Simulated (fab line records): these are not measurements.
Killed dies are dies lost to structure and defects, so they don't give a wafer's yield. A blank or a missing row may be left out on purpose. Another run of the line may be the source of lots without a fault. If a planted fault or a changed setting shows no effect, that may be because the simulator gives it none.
The tool behind it: which one? | flow n5Finfet | 12 lots, 34 wafers sampled, at 4 steps of a route of 1938

## WHAT EACH GAUGE READ, for each wafer
N5_BEOL_M10_OVL_MEAS_12. Usual: M10_OVL typically reads -0.3 nm, with standard deviation 0.69.
lot  | measured     | on         | M10_OVL (nm)   | flag
L812 | day 10 03:25 | overlay-01 | -0.3 -2.1 1.2  | 
L813 | day 10 09:59 | overlay-01 | 0.3 -0.8 -0.3  | 
L815 | day 10 20:36 | overlay-02 | -1.3 0.4 0.6   | 
L818 | day 11 08:44 | overlay-02 | 0.0 -1.0 -0.9  | 
L819 | day 12 00:17 | overlay-01 | 0.3 0.0 -1.2   | 
L826 | day 13 17:25 | overlay-02 | 0.9 0.1 0.6    | 
L827 | day 13 23:40 | overlay-01 | -1.9 -0.8      | 
L831 | day 14 08:52 | overlay-01 | -0.6 -0.5 -1.2 | 
L829 | day 14 09:07 | overlay-02 | 0.0 -1.0       | 
L830 | day 14 16:01 | overlay-02 | -1.5 -0.9 -1.0 | 
L828 | day 15 00:27 | overlay-02 | 0.3 -0.3 0.2   | 
L834 | day 16 04:55 | overlay-02 | -1.7 -0.2 0.4  | 

## WHAT TOOL EACH LOT RAN ON (gives the tool, then ch and the chambers of the sampled wafers, and finally the start)
lot  | N5_BEOL_M9_SURFACE_TREAT_79 | N5_BEOL_M9_DEP_56               | N5_BEOL_M10_EXPOSE_08
L812 | pvdSputter-01, day 9 23:49  | pecvd-03 ch 0,2, day 10 01:01   | arfiScanner-02 ch 0, day 10 03:16
L813 | pvdSputter-02, day 10 05:28 | pecvd-02 ch 1,2, day 10 06:55   | arfiScanner-02 ch 0, day 10 09:50
L815 | pvdSputter-01, day 10 15:52 | pecvd-02 ch 0,1, day 10 16:55   | arfiScanner-02 ch 0, day 10 20:26
L818 | pvdSputter-02, day 11 05:16 | pecvd-03 ch 0,1,2, day 11 07:02 | arfiScanner-01 ch 0, day 11 08:35
L819 | pvdSputter-03, day 11 19:40 | pecvd-01 ch 1,2, day 11 20:59   | arfiScanner-01 ch 0, day 12 00:08
L826 | pvdSputter-01, day 13 13:27 | pecvd-03 ch 0,1,2, day 13 14:55 | arfiScanner-02 ch 0, day 13 17:17
L827 | pvdSputter-02, day 13 20:31 | pecvd-02 ch 0,2, day 13 22:01   | arfiScanner-03 ch 0, day 13 23:31
L831 | pvdSputter-01, day 14 05:34 | pecvd-02 ch 0,1,2, day 14 06:40 | arfiScanner-03 ch 0, day 14 08:42
L829 | pvdSputter-03, day 14 05:52 | pecvd-03 ch 0,2, day 14 07:13   | arfiScanner-03 ch 0, day 14 08:58
L830 | pvdSputter-02, day 14 13:24 | pecvd-03 ch 1,2, day 14 14:31   | arfiScanner-03 ch 0, day 14 15:52
L828 | pvdSputter-03, day 14 15:29 | pecvd-02 ch 0,1, day 14 20:57   | arfiScanner-03 ch 0, day 15 00:17
L834 | pvdSputter-01, day 16 01:16 | pecvd-03 ch 0,1,2, day 16 02:19 | arfiScanner-02 ch 0, day 16 04:45
- N5_BEOL_M9_SURFACE_TREAT_79
- N5_BEOL_M9_DEP_56: deposits SiCN from 3MS/NH3, target thk 15 nm, time 26.5 s.
- N5_BEOL_M10_EXPOSE_08: exposes mask M10.

## AS READ BY THE TOOLS THEMSELVES (means over the sampled wafers that have a number; for cases with no such wafer, the mark the record gives instead)
N5_BEOL_M9_SURFACE_TREAT_79. Usual: arFlowSccm at 30.00 sccm, with a standard deviation of 0.098.
lot  | tool          | arFlowSccm (sccm) | flag
L812 | pvdSputter-01 | 30.02             | 
L813 | pvdSputter-02 | 29.96             | 
L815 | pvdSputter-01 | 30.12             | 
L818 | pvdSputter-02 | 29.98             | 
L819 | pvdSputter-03 | 30.07             | 
L826 | pvdSputter-01 | 29.94             | 
L827 | pvdSputter-02 | 30.07             | 
L831 | pvdSputter-01 | 29.93             | 
L829 | pvdSputter-03 | 29.93             | 
L830 | pvdSputter-02 | 30.05             | 
L828 | pvdSputter-03 | 30.08             | 
L834 | pvdSputter-01 | 30.00             | 

N5_BEOL_M9_DEP_56. Usual: showerheadPlenumPTorr 3.665 Torr, standard deviation 0.015; throttleValvePct 9.3 %, standard deviation 0.6.
lot  | tool     | showerheadPlenumPTorr (Torr) | throttleValvePct (%) | flag
L812 | pecvd-03 | 3.662                        | 9.2                  | 
L813 | pecvd-02 | 3.653                        | 9.1                  | 
L815 | pecvd-02 | 3.661                        | 9.0                  | 
L818 | pecvd-03 | 3.661                        | 9.2                  | 
L819 | pecvd-01 | 3.668                        | 9.5                  | 
L826 | pecvd-03 | 3.671                        | 9.2                  | 
L827 | pecvd-02 | 3.654                        | 9.0                  | 
L831 | pecvd-02 | 3.652                        | 9.1                  | 
L829 | pecvd-03 | 3.657                        | 9.5                  | 
L830 | pecvd-03 | 3.663                        | 8.8                  | 
L828 | pecvd-02 | 3.662                        | 9.1                  | 
L834 | pecvd-03 | 3.664                        | 9.2                  | 

N5_BEOL_M10_EXPOSE_08. Usual: exposureDoseMJCm2 at 53.71, with a standard deviation of 0.052.
lot  | tool           | exposureDoseMJCm2 | flag
L812 | arfiScanner-02 | 53.76             | 
L813 | arfiScanner-02 | 53.69             | 
L815 | arfiScanner-02 | 53.70             | 
L818 | arfiScanner-01 | 52.37             | OFF
L819 | arfiScanner-01 | 52.63             | OFF
L826 | arfiScanner-02 | 53.76             | 
L827 | arfiScanner-03 | 53.72             | 
L831 | arfiScanner-03 | 53.68             | 
L829 | arfiScanner-03 | 53.69             | 
L830 | arfiScanner-03 | 53.70             | 
L828 | arfiScanner-03 | 53.68             | 
L834 | arfiScanner-02 | 53.71             | 

## THE ANSWER, worked out from the rows above alone
Rule: lot off if the mean of its wafers having a number is beyond 3 standard deviations from the usual mean. A lot without any number at a reading at which 4 lots or more have one is off too. Any other lot the step has rows for is counted as sound. First the gauges in route order, then the tools' own readings, where a lot's mean is used as printed above. At the first step where some lot is off, the reading lying furthest off is the one used; lots without a number count as furthest.
Off, at N5_BEOL_M10_EXPOSE_08 on exposureDoseMJCm2: L818, L819.
If a tool, at that step or one of the process steps before it, ran each lot that is off and ran no sound lot following the first of them, it fits. One fits: N5_BEOL_M10_EXPOSE_08 on arfiScanner-01. It ran no sound lot before its first lot that is off in this sample, so the start can't be narrowed down.
The tool's own readings at N5_BEOL_M10_EXPOSE_08 bear it out: on the lots that are off they differ by more than 5 times the standard deviation of the sound lots' means. exposureDoseMJCm2 reads 52.50 there against 53.71 on the sound lots.

## WHAT HAD BEEN PUT IN BY THE SIMULATOR
Process parameters drifting: arfiScanner-01 at N5_BEOL_M10_EXPOSE_08, beginning at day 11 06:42. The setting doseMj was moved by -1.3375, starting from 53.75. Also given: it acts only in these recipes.
Struck lots among those shown: L818, L819. The same result came from the rule above.
